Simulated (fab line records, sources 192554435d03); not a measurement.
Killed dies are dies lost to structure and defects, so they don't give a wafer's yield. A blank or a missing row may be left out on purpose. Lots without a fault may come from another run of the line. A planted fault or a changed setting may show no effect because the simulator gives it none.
fab line records | flow n5_finfet
record lots=6 wafers=17 last_day=17
route steps=1938 shown HKMG_FIN@390 BEOL_M4@1111 PASSIVATION@1936
lots that met no fault: from a run of the same line without faults
start_h: hours from the record's first day to the start of the lot's first wafer shown | wait_h: hours since the lot's step before | " the same as in the row above | L1.1+2: a row that stands for several wafers | - no value, or no start given | * or withheld: withheld | < > ~ a bound
route shown NAME@n: a module of which the file shows steps, and the number in the route of the first | usual: mean/standard deviation of fault-free wafers | same: alike in all rows | chamber/n: place in a boat | sites: the reading at each site | _std_site: their standard deviation | _edge_site: outer sites' mean less inner sites' | radius_mm: how far each site lies from the wafer's centre | mask NAME#n: copy n | behind: the tool/chamber that last shaped the wafer | hold: why the lot was held/for how many hours/how that ended | device: the transistor (n, p or np) that didn't switch | end of line: the same wafers' tests at the end of the route | a step without rows: its recipe alone | killed: dies lost to structure and defects at the first sort, not the wafer's yield | map: a wafer's dies, x killed, . not, _ none there
set.NAME: the setting as run; set.NAME@STEP: as run at that earlier step | model.NAME: the simulator's own value behind a step, which no gauge read
lots at some steps of the route; a table a step, a row a wafer
services: from which hour (start_h, from the record's first day; less than 0 if before it) a tool's chamber was out of use, for how many hours, and why
## steps
# step N5_HKMG_FIN_COAT_41
# recipe resist=SOC temp_c=250 time_s=60 spin_rpm=1500 resist_thk_nm=300
# step N5_HKMG_FIN_COAT_42
# recipe resist=SiARC temp_c=220 time_s=60 spin_rpm=1500 resist_thk_nm=35
# step N5_HKMG_FIN_COAT_43
# recipe resist=CAR-ArF spin_rpm=1500 resist_thk_nm=90
# step N5_HKMG_FIN_EBR_45
# recipe solvent=PGMEA ebr_width_mm=1.5
# step N5_HKMG_FIN_SOFTBAKE_44
# recipe temp_c=110 time_s=60 resist=CAR-ArF
# step N5_HKMG_FIN_EXPOSE_46
# recipe mask_id=NDIPOLE na=1.35 source_shape=conventional sigma_outer=0.8 polarization=unpolarized dose_mj=40
# step N5_HKMG_FIN_PEB_47
# recipe peb_temp_c=withheld peb_time_s=60 resist=CAR-ArF
# step N5_HKMG_FIN_DEVELOP_48
# recipe develop_time_s=30 developer=TMAH resist=CAR-ArF rinse_liquid=diw dry=air_spin dev_temp_c=23
# step N5_HKMG_FIN_CD_MEAS_49
# recipe target_cd_nm=202 landing_energy_ev=500 detector=se_inlens polarity=opening
# usual cd_nm=202.2/0.56
# columns lot.wafer tool chamber start_h wait_h cd_nm
L483.1 cd_sem-03 0 111.99 - 203.2
L483.4 " 0 " " 202.6
L484.1 cd_sem-03 0 122.19 - 202.0
L484.4 " 0 " " 202.8
L484.5 " 0 " " 202.8
L490.1 cd_sem-01 0 153.92 - 202.3
L490.4 " 0 " " 202.6
L490.6 " 0 " " 202.7
L492.1 cd_sem-01 0 169.88 - 202.7
L492.4 " 0 " " 202.6
L492.6 " 0 " " 202.1
L494.3 cd_sem-02 0 181.09 - 202.9
L494.4 " 0 " " 202.8
L494.6 " 0 " " 203.0
L495.2 cd_sem-01 0 189.27 - 201.7
L495.4 " 0 " " 202.1
L495.6 " 0 " " 202.4
# step N5_HKMG_FIN_OVL_MEAS_50
# recipe points_per_wafer=44
# usual NDIPOLE_OVL=-0.1/0.75
# columns lot.wafer tool chamber start_h wait_h NDIPOLE_OVL[nm]
L483.1 overlay-01 0 112.02 0.0 -1.6
L483.4 " 0 " " -0.4
L484.1 overlay-01 0 122.22 0.0 -0.3
L484.4 " 0 " " 0.8
L484.5 " 0 " " -0.6
L490.1 overlay-01 0 153.95 0.0 0.9
L490.4 " 0 " " 0.1
L490.6 " 0 " " -0.4
L492.1 overlay-02 0 169.91 0.0 1.2
L492.4 " 0 " " 1.0
L492.6 " 0 " " 0.1
L494.3 overlay-02 0 181.12 0.0 0.5
L494.4 " 0 " " -0.3
L494.6 " 0 " " -0.6
L495.2 overlay-02 0 189.30 0.0 -0.6
L495.4 " 0 " " 0.3
L495.6 " 0 " " 0.7
# step N5_HKMG_FIN_INSPECT_61
# recipe mode=adi inspect_instrument=macro
# usual raw_defect_count=1.9/1.3
# columns lot.wafer tool chamber start_h wait_h raw_defect_count
L483.1 defect_inspect-01 - 112.04 0.0 1
L483.4 " - " " 2
L484.1 defect_inspect-02 - 122.24 0.0 3
L484.4 " - " " 4
L484.5 " - " " 1
L490.1 defect_inspect-01 - 153.97 0.0 5
L490.4 " - " " 2
L490.6 " - " " 0
L492.1 defect_inspect-01 - 169.93 0.0 3
L492.4 " - " " 1
L492.6 " - " " 2
L494.3 defect_inspect-02 - 181.15 0.0 2
L494.4 " - " " 1
L494.6 " - " " 0
L495.2 defect_inspect-01 - 189.33 0.0 3
L495.4 " - " " 2
L495.6 " - " " 1
# step N5_HKMG_FIN_DESCUM_53
# recipe chemistry=O2 time_s=7.9 source_power_w=50 bias_power_w=20 pressure_mtorr=20 rf_frequency_hz=2.712e+07 temp_c=40 resist=CAR-ArF o2_flow_sccm=225
# usual drypump_motor_current_A=5.8/0.44 oes_product_au=0.78/0.079 rf_vpp_V=243.0/1.2 showerhead_plenum_p_Torr=2.08/0.057 throttle_valve_pct=20.40/0.28
# columns lot.wafer tool chamber start_h wait_h drypump_motor_current_A oes_product_au rf_hours_counter_h rf_vpp_V showerhead_plenum_p_Torr throttle_valve_pct
L483.1 rie_diel-04 2 112.16 0.1 4.9 0.73 170 242.0 2.00 20.14
L483.4 " 1 " " 5.6 0.69 213 243.2 2.16 20.48
L484.1 rie_diel-04 0 122.88 0.6 5.7 0.84 68 241.1 2.04 20.73
L484.4 " 2 " " 5.0 0.74 176 241.6 2.00 20.15
L484.5 " 3 " " 6.2 0.83 - 242.2 2.03 20.00
L490.1 rie_diel-03 3 154.00 0.0 5.2 0.69 226 245.2 2.15 20.64
L490.4 " 2 " " 6.0 0.78 108 242.7 2.10 20.18
L490.6 " 3 " " 5.2 0.70 - 245.1 2.15 20.64
L492.1 rie_diel-03 3 169.97 0.0 5.2 0.70 232 242.3 2.15 20.65
L492.4 " 2 " " 6.0 0.77 112 243.2 2.10 20.19
L492.6 " 0 " " 6.1 0.90 - 241.8 2.05 20.16
L494.3 rie_diel-01 2 181.44 0.3 6.4 0.76 152 242.6 2.09 20.91
L494.4 " 2 " " 6.4 0.76 - 242.8 2.09 20.91
L494.6 " 0 " " 5.7 0.74 - 244.1 2.08 20.11
L495.2 rie_diel-04 1 189.36 0.0 5.6 0.67 243 244.1 2.15 20.53
L495.4 " 2 " " 5.0 0.70 202 242.5 1.99 20.19
L495.6 " 1 " " 5.6 0.67 - 243.4 2.15 20.52
# step N5_HKMG_FIN_ETCH_54
# recipe chemistry=CF4 target=SiARC target_depth_a=455 mask_material=CAR-ArF time_s=75.8 ion_energy_ev=80 pressure_mtorr=40 source_w=545 bias_w=36 Ar_flow_sccm=100 cf4_flow_sccm=100 ends=cleared
# usual drypump_motor_current_A=5.8/0.44 etch_rf_on_time_s=75.5/1.2 oes_product_au=0.67/0.066 rf_vpp_V=183.9/1.1 showerhead_plenum_p_Torr=2.13/0.056 throttle_valve_pct=15.59/0.25
# columns lot.wafer tool chamber start_h wait_h drypump_motor_current_A etch_rf_on_time_s oes_product_au rf_hours_counter_h rf_vpp_V showerhead_plenum_p_Torr throttle_valve_pct
L483.1 rie_diel-04 2 112.20 0.0 5.0 47.9 0.84 170 182.7 2.06 15.37
L483.4 " 1 " " 5.6 75.3 0.60 213 185.1 2.20 15.66
L484.1 rie_diel-04 0 122.91 0.0 5.7 46.2 0.97 68 182.8 2.08 15.76
L484.4 " 2 " " 5.0 77.4 0.62 176 183.8 2.06 15.37
L484.5 " 3 " " 6.2 75.1 0.70 - 183.0 2.08 15.23
L490.1 rie_diel-03 3 154.04 0.0 5.2 77.1 0.59 226 185.0 2.20 15.87
L490.4 " 2 " " 6.0 75.9 0.66 108 182.9 2.16 15.44
L490.6 " 3 " " 5.2 76.0 0.59 - 185.0 2.20 15.89
L492.1 rie_diel-03 3 170.00 0.0 5.2 77.6 0.59 232 184.2 2.20 15.88
L492.4 " 2 " " 6.0 76.1 0.66 112 185.3 2.16 15.47
L492.6 " 0 " " 6.1 74.4 0.78 - 183.5 2.10 15.29
L494.3 rie_diel-01 2 181.48 0.0 6.4 75.2 0.66 152 183.3 2.14 16.05
L494.4 " 2 " " 6.4 74.5 0.65 - 183.5 2.14 16.04
L494.6 " 0 " " 5.7 74.5 0.64 - 184.3 2.14 15.44
L495.2 rie_diel-04 1 189.40 0.0 5.6 75.4 0.57 243 183.0 2.19 15.72
L495.4 " 2 " " 5.0 77.5 0.60 202 182.9 2.05 15.42
L495.6 " 1 " " 5.6 75.7 0.57 - 184.2 2.19 15.73
# step N5_HKMG_FIN_ETCH_55
# recipe chemistry=N2/H2 target=SOC target_depth_a=2400 temp_c=40 time_s=300 ion_energy_ev=200 mask_material=SiARC pressure_mtorr=30 source_w=840 bias_w=150 n2_flow_sccm=200 h2_flow_sccm=200
# usual drypump_motor_current_A=5.8/0.45 oes_product_au=0.78/0.078 rf_vpp_V=523.4/2.2 showerhead_plenum_p_Torr=2.53/0.07 throttle_valve_pct=17.80/0.28
# columns lot.wafer tool chamber start_h wait_h drypump_motor_current_A oes_product_au rf_hours_counter_h rf_vpp_V showerhead_plenum_p_Torr throttle_valve_pct
L483.1 rie_diel-04 2 112.25 0.0 5.0 0.74 170 521.3 2.43 17.55
L483.4 " 1 " " 5.6 0.71 213 525.7 2.62 17.88
L484.1 rie_diel-04 0 122.97 0.0 5.7 0.85 68 520.4 2.47 18.06
L484.4 " 2 " " 4.9 0.72 176 520.5 2.43 17.55
L484.5 " 3 " " 6.2 0.82 - 522.5 2.47 17.38
L490.1 rie_diel-03 3 154.09 0.0 5.2 0.69 226 525.0 2.62 18.13
L490.4 " 2 " " 6.0 0.79 108 523.7 2.56 17.53
L490.6 " 3 " " 5.2 0.69 - 525.9 2.62 18.13
L492.1 rie_diel-03 3 170.06 0.0 5.2 0.69 232 525.6 2.62 18.14
L492.4 " 2 " " 6.0 0.77 112 523.1 2.55 17.55
L492.6 " 0 " " 6.1 0.90 - 521.8 2.49 17.58
L494.3 rie_diel-01 2 181.53 0.0 6.5 0.77 152 522.9 2.53 18.25
L494.4 " 2 " " 6.5 0.76 - 524.2 2.53 18.23
L494.6 " 0 " " 5.7 0.75 - 522.2 2.53 17.53
L495.2 rie_diel-04 1 189.45 0.0 5.6 0.67 243 526.6 2.61 17.95
L495.4 " 2 " " 4.9 0.70 202 519.7 2.42 17.60
L495.6 " 1 " " 5.6 0.67 - 527.0 2.61 17.94
# step N5_BEOL_M4_RC_MEAS_101
# usual DIBL_N=35.7/1.3 DIBL_P=36.0/1.6 IOFF_N=0.154/0.025 IOFF_P=0.21/0.034 ION_N=675/9.7 ION_P=465/7.4 SS_N=71.3/0.55 SS_P=73.1/0.52 VT_N=250/3 VT_P=-249/3.6
# columns lot.wafer tool chamber start_h wait_h DIBL_N[mV/V] DIBL_P[mV/V] IOFF_N[nA/um] IOFF_P[nA/um] ION_N[uA/um] ION_P[uA/um] SS_N[mV/dec] SS_P[mV/dec] VT_N[mV] VT_P[mV]
L483.1 prober-01 0 214.29 0.0 37.6 38.2 0.188 0.27 678 468 72.0 72.7 248 -245
L483.4 " 0 " " 35.5 36.1 0.146 0.23 676 470 71.0 72.8 249 -247
L484.1 prober-02 0 214.54 0.0 36.6 38.1 0.190 0.27 681 476 72.3 72.9 246 -244
L484.4 " 0 " " 35.1 36.5 0.162 0.24 684 475 71.8 72.6 248 -247
L484.5 " 0 " " 37.4 39.6 0.214 0.31 694 473 72.2 73.7 248 -243
L490.1 prober-02 0 242.55 0.0 37.4 37.3 0.170 0.24 679 468 71.9 73.3 246 -247
L490.4 " 0 " " 36.7 36.2 0.157 0.21 684 468 71.5 73.4 246 -249
L490.6 " 0 " " 38.1 38.4 0.190 0.25 680 469 72.3 73.3 246 -247
L492.1 prober-01 0 270.80 0.0 36.1 38.2 0.174 0.23 694 478 72.5 73.7 247 -248
L492.4 " 0 " " 34.5 36.6 0.145 0.21 675 468 71.1 73.3 248 -249
L492.6 " 0 " " 35.3 37.4 0.171 0.22 684 469 71.3 73.6 245 -248
L494.3 prober-02 0 274.36 0.3 34.9 35.2 0.156 0.23 665 461 70.8 73.0 250 -248
L494.4 " 0 " " 36.0 37.3 0.175 0.26 691 476 71.2 74.2 247 -244
L494.6 " 0 " " 35.7 37.0 0.170 0.25 681 470 70.7 73.2 247 -245
L495.2 prober-02 0 286.93 0.2 35.1 34.8 0.148 0.18 676 455 71.8 73.1 251 -252
L495.4 " 0 " " 35.0 35.6 0.155 0.19 675 454 71.3 73.0 247 -254
L495.6 " 0 " " 34.1 33.9 0.132 0.17 660 448 71.1 72.9 253 -252
# step N5_PASSIVATION_PROBE_49
# usual defect_limited_yield=91.6/1.4 killed_at_M0_to_M3=35/10 killed_at_M4_up=13/5.3 killed_at_contacts=12/5.9 killed_at_front_end=36/9.9 killed_at_other=3.2/3 killed_dies=99/16 killed_open=66/12 killed_short=32/7.7 sort_bin_5_function=4.9/0.91 sort_bin_6_memory=3.2/0.65 sort_n_pass=1081/16 sort_yield_pct=91.6/1.4
# same gross_dies=1180 killed_at_back_side=0 sort_bin_4_leakage[%]=0 sort_bin_8_speed[%]=0
# columns lot.wafer tool chamber start_h wait_h defect_limited_yield[%] killed_at_M0_to_M3 killed_at_M4_up killed_at_contacts killed_at_front_end killed_at_other killed_dies killed_open killed_short sort_bin_5_function[%] sort_bin_6_memory[%] sort_n_pass sort_yield_pct[%]
L483.1 prober-01 - 323.72 0.0 90.9 40 17 12 27 11 107 70 35 5.5 3.3 1073 90.9
L483.4 prober-01 - 323.87 0.2 87.2 41 30 17 59 4 151 96 54 7.3 4.9 1029 87.2
L484.1 prober-02 - 323.72 0.0 91.1 38 8 10 48 1 105 72 33 5.3 3.4 1075 91.1
L484.4 prober-02 - 323.87 0.2 92.6 35 10 8 34 0 87 56 31 4.0 3.1 1093 92.6
L484.5 prober-02 - 323.92 0.2 91.5 38 15 6 38 3 100 74 26 4.7 3.4 1080 91.5
L490.1 prober-01 - 350.25 0.0 92.9 22 14 10 36 2 84 57 24 4.5 2.5 1096 92.9
L490.4 prober-01 - 350.40 0.2 93.5 34 14 11 16 2 77 50 25 3.6 2.7 1103 93.5
L490.6 prober-01 - 350.50 0.3 91.3 28 18 16 38 3 103 72 31 5.1 3.5 1077 91.3
L492.1 prober-02 - 382.68 0.0 92.0 35 13 18 26 2 94 67 27 5.1 2.8 1086 92.0
L492.4 prober-02 - 382.83 0.2 93.4 24 9 12 27 6 78 47 31 3.6 3.0 1102 93.4
L492.6 prober-02 - 382.93 0.3 93.6 29 6 7 30 4 76 52 24 4.4 2.0 1104 93.6
L495.2 prober-01 - 398.38 0.1 90.7 33 24 6 40 7 110 67 41 5.9 3.1 1070 90.7
L495.4 prober-01 - 398.48 0.2 90.5 35 10 18 37 12 112 74 38 5.4 3.7 1068 90.5
L495.6 prober-01 - 398.58 0.3 90.6 35 12 10 47 7 111 81 30 5.6 3.6 1069 90.6
# killed by level:class
L483.1 BEOL_M1:geometric_particle:open=11 BEOL_M3:geometric_particle:open=11 MOL_CONTACT_COAG:geometric_particle:open=10 FIN_SAQP:geometric_particle:open=9 FIN_SAQP:geometric_particle:short=5 BEOL_M0_SAQP:geometric_particle:open=5 BEOL_M1:geometric_particle:short=5 BEOL_M4:geometric_particle:open=5
L484.1 FIN_SAQP:geometric_particle:short=15 BEOL_M0_SAQP:geometric_particle:open=10 BEOL_M2:geometric_particle:open=10 MOL_CONTACT_COAG:geometric_particle:open=9 FIN_SAQP:geometric_particle:open=8 DUMMY_GATE:geometric_particle:open=8 BEOL_M3:geometric_particle:open=7 BEOL_M0_SAQP:geometric_particle:short=6
L483.4 FIN_SAQP:geometric_particle:open=23 BEOL_M4:geometric_particle:open=17 BEOL_M3:geometric_particle:open=14 FIN_SAQP:geometric_particle:short=12 MOL_CONTACT_COAG:geometric_particle:open=10 BEOL_M0_SAQP:geometric_particle:short=9 MOL_CONTACT_COAG:geometric_particle:short=7 BEOL_M0_SAQP:geometric_particle:open=7
L484.4 BEOL_M1:geometric_particle:open=11 FIN_SAQP:geometric_particle:short=7 BEOL_M2:geometric_particle:open=7 STI_FIN_REVEAL:geometric_particle:open=6 MOL_CONTACT_COAG:geometric_particle:open=6 FIN_SAQP:geometric_particle:open=4 BEOL_M4:geometric_particle:open=4 BEOL_M0_SAQP:geometric_particle:open=4
L484.5 DUMMY_GATE:geometric_particle:open=10 BEOL_M2:geometric_particle:open=10 STI_FIN_REVEAL:geometric_particle:open=9 BEOL_M0_SAQP:geometric_particle:open=9 BEOL_M0_SAQP:geometric_particle:short=7 MOL_CONTACT_COAG:geometric_particle:open=6 BEOL_M3:geometric_particle:open=6 FIN_SAQP:geometric_particle:short=5
L490.1 DUMMY_GATE:geometric_particle:open=10 MOL_CONTACT_COAG:geometric_particle:open=10 FIN_SAQP:geometric_particle:open=5 BEOL_M0:geometric_particle:open=5 BEOL_M4:geometric_particle:open=5 FIN_SAQP:geometric_particle:short=4 GATE_CUT:geometric_particle:short=4 BEOL_M0_SAQP:geometric_particle:short=4
L490.4 BEOL_M0_SAQP:geometric_particle:open=9 MOL_CONTACT_COAG:geometric_particle:open=8 BEOL_M2:geometric_particle:open=7 BEOL_M0:geometric_particle:open=5 GATE_CUT:geometric_particle:short=4 BEOL_M0_SAQP:geometric_particle:short=4 BEOL_M3:geometric_particle:open=4 MOL_CONTACT_COAG:geometric_particle:short=3
L490.6 MOL_CONTACT_COAG:geometric_particle:open=15 GATE_CUT:geometric_particle:short=12 GATE_CUT:geometric_particle:open=9 BEOL_M3:geometric_particle:open=7 BEOL_M1:geometric_particle:open=6 BEOL_M4:geometric_particle:open=6 FIN_SAQP:geometric_particle:short=4 STI_FIN_REVEAL:geometric_particle:open=4
L492.1 MOL_CONTACT_COAG:geometric_particle:open=16 BEOL_M3:geometric_particle:open=11 BEOL_M0_SAQP:geometric_particle:open=8 BEOL_M0_SAQP:geometric_particle:short=6 BEOL_M1:geometric_particle:open=6 BEOL_M4:geometric_particle:open=6 GATE_CUT:geometric_particle:short=5 FIN_SAQP:geometric_particle:short=4
L492.4 BEOL_M0_SAQP:geometric_particle:short=10 MOL_CONTACT_COAG:geometric_particle:open=9 FIN_SAQP:geometric_particle:open=6 GATE_CUT:geometric_particle:short=6 BEOL_M0_SAQP:geometric_particle:open=6 BEOL_M3:geometric_particle:open=5 DUMMY_GATE:geometric_particle:open=3 ILD0:geometric_particle:open=3
L492.6 BEOL_M3:geometric_particle:open=9 FIN_SAQP:geometric_particle:short=8 BEOL_M0_SAQP:geometric_particle:open=8 MOL_CONTACT_COAG:geometric_particle:open=7 FIN_SAQP:geometric_particle:open=6 BEOL_M0_SAQP:geometric_particle:short=6 DUMMY_GATE:geometric_particle:open=4 GATE_CUT:geometric_particle:open=3
L495.2 BEOL_M0_SAQP:geometric_particle:short=10 BEOL_M0_SAQP:geometric_particle:open=8 BEOL_M4:geometric_particle:open=8 DUMMY_GATE:geometric_particle:open=7 BEOL_M3:geometric_particle:open=6 STARTING-WAFER:geometric_particle:open=6 STI_FIN_REVEAL:geometric_particle:open=5 MOL_CONTACT_COAG:geometric_particle:open=5
L495.4 MOL_CONTACT_COAG:geometric_particle:open=16 FIN_SAQP:geometric_particle:open=13 BEOL_M0_SAQP:geometric_particle:open=13 BEOL_M0_SAQP:geometric_particle:short=9 MIM_TOP_ETCH:geometric_particle:open=7 FIN_SAQP:geometric_particle:short=6 GATE_CUT:geometric_particle:short=6 MIM_TOP_ETCH:geometric_particle:short=4
L495.6 FIN_SAQP:geometric_particle:open=12 BEOL_M0_SAQP:geometric_particle:open=12 DUMMY_GATE:geometric_particle:open=10 BEOL_M0_SAQP:geometric_particle:short=9 STI_FIN_REVEAL:geometric_particle:open=8 MOL_CONTACT_COAG:geometric_particle:open=8 BEOL_M3:geometric_particle:open=7 FIN_SAQP:geometric_particle:short=6
## services
# columns tool chamber start_h hours kind
rie_diel-01 3 104.27 - clean
rie_diel-01 3 104.27 - consumable_replace:focus_ring
rie_diel-01 3 104.27 - consumable_replace:showerhead
rie_diel-01 3 104.27 16.1 scheduled_down
rie_diel-01 3 104.27 16.1 vent_cycle
rie_diel-03 - 109.52 28.1 pm
rie_diel-01 0 143.31 8.5 repair
rie_diel-01 3 144.31 29.9 repair
rie_diel-03 2 156.59 4.1 repair
rie_diel-01 3 179.40 9.7 repair
rie_diel-01 3 189.25 4.4 repair
## key
first_sign step=N5_HKMG_FIN_ETCH_54 reading=etch_rf_on_time_s direction=down sigmas=24 usual=* struck=*
effect step=N5_HKMG_FIN_ETCH_54 reading=oes_product_au direction=up sigmas=3.6 usual=0.67 struck=0.91
met_at N5_HKMG_FIN_ETCH_54
struck_wafers L483.1,L484.1
fault kind=process_parameter_drift tool=rie_diel-04 chamber=- onset_h=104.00 steps=N5_HKMG_FIN_ETCH_54 channel=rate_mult offset=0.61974 shape=step end_h=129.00 scope=struck_wafers_only
